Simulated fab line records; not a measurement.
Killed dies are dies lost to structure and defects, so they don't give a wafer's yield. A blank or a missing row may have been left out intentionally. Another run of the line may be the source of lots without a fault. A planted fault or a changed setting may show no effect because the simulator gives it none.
Chamber matching || flow nand_harc || NHARC_A_WL_FILL_ALD_10 on ald_hk-03 has 4 sister chambers
The step deposits SiO2, target thk 50 nm, pulse time 10 s, ald cycles 500. 14 wafers are shown with their chamber, then 7 later ones without.

== WAFERS PAIRED WITH THEIR CHAMBERS ==
{"wafer": "L566.4", "chamber": 3, "heater_power_w (W)": 583, "precursor_pulse_height_rel": 1.028}
{"wafer": "L566.3", "chamber": 2, "heater_power_w (W)": 409, "precursor_pulse_height_rel": 1.002}
{"wafer": "L566.6", "chamber": 3, "heater_power_w (W)": 583, "precursor_pulse_height_rel": 0.994}
{"wafer": "L568.1", "chamber": 1, "heater_power_w (W)": 450, "precursor_pulse_height_rel": 0.989}
{"wafer": "L568.4", "chamber": 0, "heater_power_w (W)": 471, "precursor_pulse_height_rel": 1.020}
{"wafer": "L568.5", "chamber": 1, "heater_power_w (W)": 463, "precursor_pulse_height_rel": 0.977}
{"wafer": "L569.1", "chamber": 0, "heater_power_w (W)": 489, "precursor_pulse_height_rel": 0.976}
{"wafer": "L569.3", "chamber": 1, "heater_power_w (W)": 455, "precursor_pulse_height_rel": 1.028}
{"wafer": "L569.5", "chamber": 3, "heater_power_w (W)": 577, "precursor_pulse_height_rel": 0.990}
{"wafer": "L572.1", "chamber": 1, "heater_power_w (W)": 463, "precursor_pulse_height_rel": 1.001}
{"wafer": "L572.4", "chamber": 0, "heater_power_w (W)": 476, "precursor_pulse_height_rel": 0.982}
{"wafer": "L572.6", "chamber": 2, "heater_power_w (W)": 397, "precursor_pulse_height_rel": 0.990}
{"wafer": "L582.1", "chamber": 2, "heater_power_w (W)": 424, "precursor_pulse_height_rel": 0.967}
{"wafer": "L582.3", "chamber": 1, "heater_power_w (W)": 465, "precursor_pulse_height_rel": 1.032}

SIGNATURES (means of the wafers above)
{"reading": "heater_power_w", "chamber 0": 478.67, "chamber 1": 459.20, "chamber 2": 410.00, "chamber 3": 581.00, "scatter within a chamber": 8.53}
{"reading": "precursor_pulse_height_rel", "chamber 0": 0.99267, "chamber 1": 1.00540, "chamber 2": 0.98633, "chamber 3": 1.00400, "scatter within a chamber": 0.0223}
Rule: distance of a wafer from a chamber = root of the sum over the readings of ((wafer's reading minus chamber's mean) / reading's scatter) squared. The wafer belongs to the nearest chamber; if the next one is less than 2 further off, it can't be placed. How the scatter is found: for the shown wafers, subtract from each reading the mean of its chamber, square and add these, divide the total by (wafers less chambers), then take the root.

== WAFERS WITHOUT THEIR CHAMBER ==
{"wafer": "L582.4", "heater_power_w (W)": 587, "precursor_pulse_height_rel": 0.970}
{"wafer": "L584.2", "heater_power_w (W)": 469, "precursor_pulse_height_rel": 0.981}
{"wafer": "L584.4", "heater_power_w (W)": 512, "precursor_pulse_height_rel": 0.981}
{"wafer": "L584.6", "heater_power_w (W)": 501, "precursor_pulse_height_rel": 0.984}
{"wafer": "L587.1", "heater_power_w (W)": 497, "precursor_pulse_height_rel": 1.001}
{"wafer": "L587.3", "heater_power_w (W)": 476, "precursor_pulse_height_rel": 1.013}
{"wafer": "L587.6", "heater_power_w (W)": 465, "precursor_pulse_height_rel": 0.979}

== WHICH CHAMBER EACH ONE RAN IN ==
{"wafer": "L582.4", "from the rows above": 3, "in truth": 3}
{"wafer": "L584.2", "from the rows above": "can't be placed: 0 or 1", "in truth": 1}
{"wafer": "L584.4", "from the rows above": 0, "in truth": 0}
{"wafer": "L584.6", "from the rows above": 0, "in truth": 0}
{"wafer": "L587.1", "from the rows above": 0, "in truth": 0}
{"wafer": "L587.3", "from the rows above": "can't be placed: 0 or 1", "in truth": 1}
{"wafer": "L587.6", "from the rows above": "can't be placed: 1 or 0", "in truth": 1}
4 of 7 placed correctly. Cannot be placed on the basis of these rows: 3; the candidates contain the true chamber in 3. Placed wrongly: 0.
